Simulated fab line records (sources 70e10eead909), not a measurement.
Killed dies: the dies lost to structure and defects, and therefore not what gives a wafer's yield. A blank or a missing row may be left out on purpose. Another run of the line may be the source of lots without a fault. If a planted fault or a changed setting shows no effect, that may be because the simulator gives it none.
Matching of chambers || flow nandHarc || 3 sister chambers for NHARC_A_STAIRCASE_DEP_151 on pecvd-03
The step deposits SiO2, target thk 7200 nm. 6 wafers are shown with their chamber, then 7 later ones without.

## WAFERS PAIRED WITH THEIR CHAMBERS
{"wafer": "L082.4", "chamber": 2, "heaterPowerW (W)": 697, "mfcPrecursorSccm (sccm)": 199.3}
{"wafer": "L083.2", "chamber": 0, "heaterPowerW (W)": 710, "mfcPrecursorSccm (sccm)": 200.2}
{"wafer": "L083.4", "chamber": 2, "heaterPowerW (W)": 692, "mfcPrecursorSccm (sccm)": 200.8}
{"wafer": "L083.6", "chamber": 1, "heaterPowerW (W)": 604, "mfcPrecursorSccm (sccm)": 198.9}
{"wafer": "L085.1", "chamber": 1, "heaterPowerW (W)": 668, "mfcPrecursorSccm (sccm)": 200.6}
{"wafer": "L085.2", "chamber": 0, "heaterPowerW (W)": 675, "mfcPrecursorSccm (sccm)": 199.3}

## WAFERS WITHOUT THEIR CHAMBER
{"wafer": "L085.3", "heaterPowerW (W)": 620, "mfcPrecursorSccm (sccm)": 199.5}
{"wafer": "L091.3", "heaterPowerW (W)": 679, "mfcPrecursorSccm (sccm)": 199.7}
{"wafer": "L091.4", "heaterPowerW (W)": 721, "mfcPrecursorSccm (sccm)": 199.9}
{"wafer": "L091.6", "heaterPowerW (W)": 596, "mfcPrecursorSccm (sccm)": 198.9}
{"wafer": "L094.1", "heaterPowerW (W)": 684, "mfcPrecursorSccm (sccm)": 200.3}
{"wafer": "L094.2", "heaterPowerW (W)": 891, "mfcPrecursorSccm (sccm)": 201.1}
{"wafer": "L094.4", "heaterPowerW (W)": 731, "mfcPrecursorSccm (sccm)": 200.6}

## CHAMBER TAKEN BY EACH
{"wafer": "L085.3", "from the rows above": "can't be placed: 1 or 0 or 2", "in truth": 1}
{"wafer": "L091.3", "from the rows above": "can't be placed: 0 or 2 or 1", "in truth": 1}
{"wafer": "L091.4", "from the rows above": "can't be placed: 2 or 0 or 1", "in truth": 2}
{"wafer": "L091.6", "from the rows above": "can't be placed: 1 or 0 or 2", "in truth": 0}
{"wafer": "L094.1", "from the rows above": "can't be placed: 2 or 0 or 1", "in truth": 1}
{"wafer": "L094.2", "from the rows above": "can't be placed: 2 or 0 or 1", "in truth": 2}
{"wafer": "L094.4", "from the rows above": "can't be placed: 2 or 0 or 1", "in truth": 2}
Placed correctly: 0 of 7. Can't be placed from these rows: 7 (the true chamber is among the candidates in 7). Placed wrongly: 0.
How it was worked out, from the rows above alone: a wafer's distance from a chamber is the root of the sum, over the readings, of the square of ((its reading less the chamber's mean) divided by the reading's scatter). If the next closest chamber is less than 2 further off than the closest, the wafer can't be placed; otherwise it belongs to the closest. A chamber's mean is the mean of its shown wafers. The scatter: the root of (the sum of the squares of (reading less its chamber's mean) over the shown wafers, divided by (wafers less chambers)).
